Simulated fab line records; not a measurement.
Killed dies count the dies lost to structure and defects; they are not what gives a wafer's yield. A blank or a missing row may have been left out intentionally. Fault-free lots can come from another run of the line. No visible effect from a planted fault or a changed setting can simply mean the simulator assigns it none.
Chamber matching	flow n5 finfet	N5_MOL_CONTACT_COAG_ALD_133 on ald sin-02 has 4 sister chambers
The step deposits SiO2, target thk 5 nm, pulse time 1 s, co reactant pulse time 1 s. 8 wafers are shown with their chamber, then 10 later ones without.

== WAFERS WITH THEIR CHAMBER ==
wafer	chamber	heater power w (W)	precursor pulse height rel
L079.5	2	84	0.979
L085.2	2	83	0.992
L085.4	0	73	0.997
L089.1	3	73	1.027
L089.5	1	72	0.989
L089.6	0	70	0.991
L092.1	1	71	1.010
L092.3	3	74	1.002

== WAFERS MISSING THEIR CHAMBER ==
wafer	heater power w (W)	precursor pulse height rel
L092.4	73	0.996
L094.1	71	1.023
L094.2	70	0.982
L094.3	72	0.973
L095.2	70	0.994
L095.3	73	0.992
L095.5	71	0.990
L096.2	84	0.957
L096.4	72	0.986
L096.5	71	0.997

== WHICH CHAMBER EACH WENT THROUGH ==
wafer	from the rows above	in truth
L092.4	can't be placed: 0 or 1 or 3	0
L094.1	can't be placed: 1 or 3 or 0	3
L094.2	can't be placed: 0 or 1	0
L094.3	can't be placed: 0 or 1 or 3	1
L095.2	can't be placed: 0 or 1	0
L095.3	can't be placed: 0 or 1 or 3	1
L095.5	can't be placed: 0 or 1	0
L096.2	2	2
L096.4	can't be placed: 0 or 1 or 3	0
L096.5	can't be placed: 1 or 0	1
Correctly placed: 1 of 10. These rows do not allow placing 9 (true chamber among the candidates in 9). 0 placed wrongly.
How it was worked out, from the rows above alone: a wafer's distance from a chamber is the root of the sum, over the readings, of the square of ((its reading less the chamber's mean) divided by the reading's scatter). The wafer belongs to the nearest chamber; if the next one is less than 2 further off, it can't be placed. Each chamber's mean is taken over the wafers shown for it. The scatter: the root of (the sum of the squares of (reading less its chamber's mean) over the shown wafers, divided by (wafers less chambers)).
